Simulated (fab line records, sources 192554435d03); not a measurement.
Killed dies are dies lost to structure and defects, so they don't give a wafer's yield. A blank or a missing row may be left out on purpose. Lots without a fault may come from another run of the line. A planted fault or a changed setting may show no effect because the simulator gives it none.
A struck lot beside a sound one | flow n5_finfet | 33 steps out of a route of 1938
Sound: wafers L557.3, L557.4, L557.6. Struck: wafers L566.1, L566.3, L566.5. The cause comes at the end.
At each step with rows: each side's tool, then ch and its chambers, then its first start. Under that, the readings that differ: sound wafers | struck wafers | difference of the means | sigmas: that difference in standard deviations of wafers without a fault.
alike: readings whose means differ by less than 2 such deviations, and words and numbers that are the same on both sides. not compared: withheld readings, readings that some wafer has no value for, bounds like >300 that may hide the same value, and numbers for which the record gives no deviation and whose values overlap.
The two part at a step that has a row with sigmas, a row that says differs or no value, or rows on one side only. Numbers that don't overlap but have no deviation are shown without sigmas and don't part them. A reading that every wafer of one side lacks parts them only if that side has two wafers or more.

first, 9 steps without rows for these wafers: N5_HKMG_FIN_DEVELOP_48 (develop time 30 s); N5_HKMG_FIN_DESCUM_53 (chemistry O2, time 7.9 s); N5_HKMG_FIN_ETCH_54 (etches SiARC in CF4, target depth 45.5 nm, time 75.8 s); N5_HKMG_FIN_ETCH_55 (etches SOC in N2/H2, target depth 240 nm, time 300 s); N5_HKMG_FIN_STRIP_56 (strips in N2/H2); N5_HKMG_FIN_STRIP_57 (strips in CF4); N5_HKMG_FIN_ETCH_58 (etches SOC in N2/H2, target depth 215.8 nm, time 741 s); N5_HKMG_FIN_STRIP_93 (strips SOC in N2/H2, time 20 s); N5_HKMG_FIN_WET_ETCH_76 (etches Al2O3 in dNH4OH, stops on La2O3, target depth 2.25 nm, rinse time 30 s).
N5_HKMG_FIN_STRIP_60: strips in N2/H2, time 360 s.
  sound on plasma_asher-02 ch 0,1, day 5 21:06; struck on plasma_asher-02 ch 0,1, day 7 23:45
  no value came back on the struck wafers for drypump_motor_current_A (A), h2_flow_sccm (sccm), heater_power_w (W), time_s (s); on the sound wafers drypump_motor_current_A (A) reads 5.39 5.54 5.41
  reading                                   | sound | struck         | difference | sigmas
  model.SOC_of_HKMG_FIN_COAT_41.thk_nm (nm) | 0 0 0 | 70.8 76.4 65.2 | +70.8      |
  not compared: rf_hours_counter_h
then, 19 steps without rows for these wafers: N5_HKMG_FIN_WET_ETCH_77 (etches La2O3 in dHCl, stops on HfO2, target depth 2 nm); N5_HKMG_FIN_WET_ETCH_78 (etches Al2O3 in dNH4OH, stops on La2O3, target depth 4.5 nm, rinse time 30 s); N5_HKMG_FIN_ALD_79 (deposits TiN, target thk 1.5 nm, pulse time 1 s, purge time 3 s); N5_HKMG_FIN_CVD_62 (deposits a-Si from Si2H6, target thk 3 nm, time 20.8 s); N5_HKMG_FIN_RTA_80 (time 2 s); N5_HKMG_FIN_PRECLEAN_64 (cleans in dHF, time 30 s); N5_HKMG_FIN_WET_ETCH_65 (etches a-Si in TMAH, stops on TiN, time 49 s, target depth 3 nm); N5_HKMG_FIN_WET_ETCH_81 (etches TiN in SC1, stops on HfO2, time 57 s, target depth 6 nm); N5_HKMG_FIN_WET_ETCH_82 (etches La2O3 in dHCl, stops on HfO2, target depth 2 nm, rinse time 30 s); N5_HKMG_FIN_ALD_36 (deposits TiN, target thk 1 nm, pulse time 1 s, purge time 3 s); N5_HKMG_FIN_PWFM_ALD_03 (deposits TiN, target thk 2 nm, pulse time 1 s, purge time 3 s); N5_HKMG_FIN_COAT_29 (time 60 s, resist thk 300 nm); N5_HKMG_FIN_COAT_30 (time 60 s, resist thk 35 nm); N5_HKMG_FIN_COAT_06 (resist thk 90 nm); N5_HKMG_FIN_EBR_08; N5_HKMG_FIN_SOFTBAKE_07 (time 60 s); N5_HKMG_FIN_EXPOSE_09 (exposes mask NWFM); N5_HKMG_FIN_PEB_10 (peb time 60 s); N5_HKMG_FIN_DEVELOP_11 (develop time 30 s).
N5_HKMG_FIN_INSPECT_14: inspects for defects (macro).
  sound on defect_inspect-01, day 5 23:19; struck on defect_inspect-01, day 8 02:09
  reading          | sound | struck   | difference | sigmas
  raw_defect_count | 6 3 2 | 27 16 21 | +18        | +12
then, 1 step without rows for these wafers: N5_HKMG_FIN_DESCUM_17 (chemistry O2, time 7.9 s).
N5_BEOL_M4_RC_MEAS_101:
  the record has rows for the sound wafers here (prober-02 ch 0, day 9 13:10) and none for the struck ones
-- the record jumps here: 8 days lie between the struck wafers' starts before and after (it left off in module BEOL_M4 and takes up again in module PASSIVATION, whose first step shown is number 1936 of the route) --
N5_PASSIVATION_PROBE_49:
  sound on prober-02, day 13 23:56; struck on prober-01, day 16 10:10
  reading                  | sound          | struck         | difference | sigmas
  defect_limited_yield (%) | 92.5 93.0 93.8 | 0 0 0          | -93        | -62
  killed_at_front_end      | 42 37 29       | 1126 1126 1101 | +1082      | +90
  killed_dies              | 88 83 73       | 1180 1180 1180 | +1099      | +61
  killed_on_rim            | 7 13 9         | 152 152 152    | +142       | +34
  sort_bin_5_function (%)  | 4.6 4.4 3.0    | 96.7 97.5 95.7 | +92.6      | +93
  sort_n_pass              | 1092 1097 1107 | 0 0 0          | -1099      | -61
  sort_yield_pct (%)       | 92.5 93.0 93.8 | 0 0 0          | -93        | -62
  alike: killed_at_M0_to_M3, killed_at_M4_up, killed_at_contacts, killed_at_other, killed_open, killed_short, sort_bin_6_memory

WHERE THEY PART
First at N5_HKMG_FIN_STRIP_60; last, within this record, at N5_PASSIVATION_PROBE_49.

WHY: what the simulator had put in
Skipped step whole: plasma_asher-02, from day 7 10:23 on, at N5_HKMG_FIN_STRIP_60. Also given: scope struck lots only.
